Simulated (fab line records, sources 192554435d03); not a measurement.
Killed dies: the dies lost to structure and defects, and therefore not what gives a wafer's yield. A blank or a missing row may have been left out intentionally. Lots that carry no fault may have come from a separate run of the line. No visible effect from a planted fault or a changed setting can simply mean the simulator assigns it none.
Problem report in the 8D (eight disciplines) form, filled by code	flow n5_finfet	the parts of the form that need people (team, actions taken, sign-off) are left out

== 1. THE PROBLEM ==
Wafers without a fault read 399.99 C with a standard deviation of 0.21, while susceptor_temp_C at N5_BEOL_M6_PECVD_70 averages 415.51 C across 2 wafers of 1 lot. That puts it +74 standard deviations away from the usual mean.
The step: deposits SiO2 from TEOS/O2, target thk 20 nm, time 22.7 s.
Seen first at day 12 19:50 on pecvd-01, wafer L863.3. Wafers with a number at this step in the record: 33, from 11 lots. Rule for "out" (also "out of limits"): further than 4 standard deviations from the usual mean. The rest of the wafers with a number are treated as sound.

== 2. WHAT IT IS, WHAT IT ISN'T ==
question	is	is not
which readings at this step	susceptor_temp_C	heater_power_w, showerhead_plenum_p_Torr, throttle_valve_pct
which lots	L863	L853, L855, L857, L858, L864, L865, L866, L870, L872, L873
which wafers of those lots	L863.3, L863.6	L863.5
read on which tools	pecvd-01	pecvd-02, pecvd-04
when	from day 12 19:50	up to then (13 sound wafers); but 18 sound wafers of L864, L865, L866, L870, L872, L873 came after

== 3. WHAT RULES OUT EACH SUSPECT ==
Counting: if a tool at a process step up to the reading ran every lot that is out, it stays a suspect. Sound lots after the first of them don't rule it out here, since some wafers of a struck lot are sound.
- pvd_sputter-01 at N5_BEOL_M5_ANNEAL_89 (time 1800 s): kept. The lot that is out, L863, ran on it at day 12 16:50; the last sound lot it ran before that was L858, at day 11 06:47.
- pecvd-01 at N5_BEOL_M6_PECVD_70 (deposits SiO2 from TEOS/O2, target thk 20 nm, time 22.7 s): kept. The lot that is out, L863, ran on it at day 12 19:50; the last sound lot it ran before that was L857, at day 10 21:34. Its own susceptor_temp_C readings are out on those wafers.
- Within pecvd-01 at N5_BEOL_M6_PECVD_70: the wafers that are out ran in chamber 1; their sound lot-mates ran in chamber 0.
What counting leaves: pvd_sputter-01 at N5_BEOL_M5_ANNEAL_89 and pecvd-01 at N5_BEOL_M6_PECVD_70.

== 4. THE CAUSE (what the simulator had put in) ==
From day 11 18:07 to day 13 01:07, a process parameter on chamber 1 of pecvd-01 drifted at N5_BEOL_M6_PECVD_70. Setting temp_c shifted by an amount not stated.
This tool is one of the 2 suspects left after counting.

== 5. SEQUENCE OF EFFECTS, ordered by route ==
Each row: a reading whose mean over the struck wafers that have a number lies more than 3 standard deviations from the usual. Scope: only readings with a usual standard deviation given in the record; hours: median across lots of the time from each lot's start at the first step in this table that gives one to its start at this step; sigmas: change in usual standard deviations.
hours	step	reading	usual	on struck wafers	change	sigmas
0	N5_BEOL_M6_PECVD_70	susceptor_temp_C	399.99 C	415.51	+15.52	+74
10	N5_BEOL_M6_CMP_52	barrier_field_endpoint_s	28.9 s	26.2	-2.7	-3.6
It contains these process steps:
- N5_BEOL_M6_PECVD_70: deposits SiO2 from TEOS/O2, target thk 20 nm, time 22.7 s.
- N5_BEOL_M6_CMP_52: polishes, stops on SiCOH lowk, t overpolish 6.9 s, target thk 80 nm.
Later steps that measure or inspect, where all struck wafers having a row at the step show a number for every such reading and not one has moved that far: N5_BEOL_M6_CD_MEAS_11.

== 6. HOW IT WOULD HAVE BEEN CAUGHT EARLIER ==
First out-of-limits reading in this record: day 12 19:50, which is 26 hours after fault onset at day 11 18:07.
